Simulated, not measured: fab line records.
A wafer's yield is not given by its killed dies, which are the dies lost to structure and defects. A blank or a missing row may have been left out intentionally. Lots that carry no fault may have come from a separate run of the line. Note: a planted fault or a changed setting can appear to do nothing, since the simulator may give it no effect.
Which of the tools did it? -- flow n5_finfet -- Sampling: 9 lots, 27 wafers, 3 of 1938 route steps

## WHAT EACH GAUGE READ, for each wafer
N5_BEOL_M4_RC_MEAS_101.
lot,measured,on,IOFF_N_LONG (nA/um)
L939,day 10 16:01,prober-02,5.66e-05 5.79e-05 5.65e-05
L942,day 11 00:26,prober-01,5.44e-05 5.34e-05 5.37e-05
L943,day 11 01:06,prober-02,5.6e-05 5.73e-05 5.7e-05
L944,day 11 10:58,prober-01,5.57e-05 5.63e-05 5.71e-05
L945,day 11 13:35,prober-02,6.97e-05 6.78e-05 6.88e-05
L946,day 11 22:42,prober-02,5.58e-05 5.41e-05 5.51e-05
L947,day 11 19:53,prober-01,5.33e-05 5.1e-05 5.25e-05
L948,day 12 12:25,prober-02,7.07e-05 7.02e-05 7.04e-05
L956,day 13 23:03,prober-01,5.65e-05 5.84e-05 5.72e-05

## TOOL THAT RAN EACH LOT (tool first, then ch and the chambers of the sampled wafers, then the start)
lot,N5_ZERO_LAYER_DESCUM_16,N5_WELL_APT_RTA_34
L939,"rie_diel-02 ch 1,2,3, day 3 00:55","rtp_anneal-01 ch 0, day 3 05:04"
L942,"rie_diel-02 ch 0,1,2, day 3 18:43","rtp_anneal-01 ch 0, day 3 21:53"
L943,"rie_diel-06 ch 0,1,2, day 4 00:49","rtp_anneal-01 ch 0, day 4 03:53"
L944,"rie_diel-02 ch 0,1,2, day 4 06:48","rtp_anneal-01 ch 0, day 4 10:56"
L945,"rie_diel-06 ch 1,2,3, day 4 12:49","rtp_anneal-01 ch 0, day 4 15:55"
L946,"rie_diel-06 ch 0,1,3, day 4 19:30","rtp_anneal-02 ch 0, day 4 22:47"
L947,"rie_diel-06 ch 1,2,3, day 5 00:48","rtp_anneal-02 ch 0, day 5 03:55"
L948,"rie_diel-01 ch 0,1,3, day 5 06:41","rtp_anneal-01 ch 0, day 5 09:35"
L956,"rie_diel-06 ch 0,2,3, day 7 06:43","rtp_anneal-02 ch 0, day 7 10:20"
- N5_ZERO_LAYER_DESCUM_16: chemistry O2, time 7.9 s.
- N5_WELL_APT_RTA_34: time 10 s.

## THE ANSWER, worked out from the rows above alone
Rule: what is usual is taken from the lots themselves. The widest of any qualifying gaps counts: lots, ordered by their means at a reading, are off when they make up no more than a third of the lots, leave a main group of 4 or more, and stand apart from it by 3 or more times the standard deviation of that group's means. The tables above print the reading to a certain number of digits; a main group whose means all agree to those digits is not used. Also off: a lot with no number at a reading for which 4 or more lots have one. Where the step has rows for the other lots, those lots are counted as sound.
Off: L945, L948, at N5_BEOL_M4_RC_MEAS_101 (IOFF_N_LONG). Mean 5.6e-05 nA/um and standard deviation 1.8e-06 in the main group.
If a tool, at a process step before that reading, ran all the lots that are off and no sound lot after the first of them, it fits. Gauges at N5_BEOL_M4_RC_MEAS_101: tried the same way as those tools. One fits: N5_WELL_APT_RTA_34 on rtp_anneal-01. Its last sound lot is L944 (day 4 10:56), its first lot that is off L945 (day 4 15:55): a fault that began between those two fits.

## WHAT THE SIMULATOR HAD PUT IN
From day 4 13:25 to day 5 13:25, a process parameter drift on rtp_anneal-01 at N5_WELL_APT_RTA_34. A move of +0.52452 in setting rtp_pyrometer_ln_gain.
Lots struck among those shown: L945, L948. The same result came from the rule above.
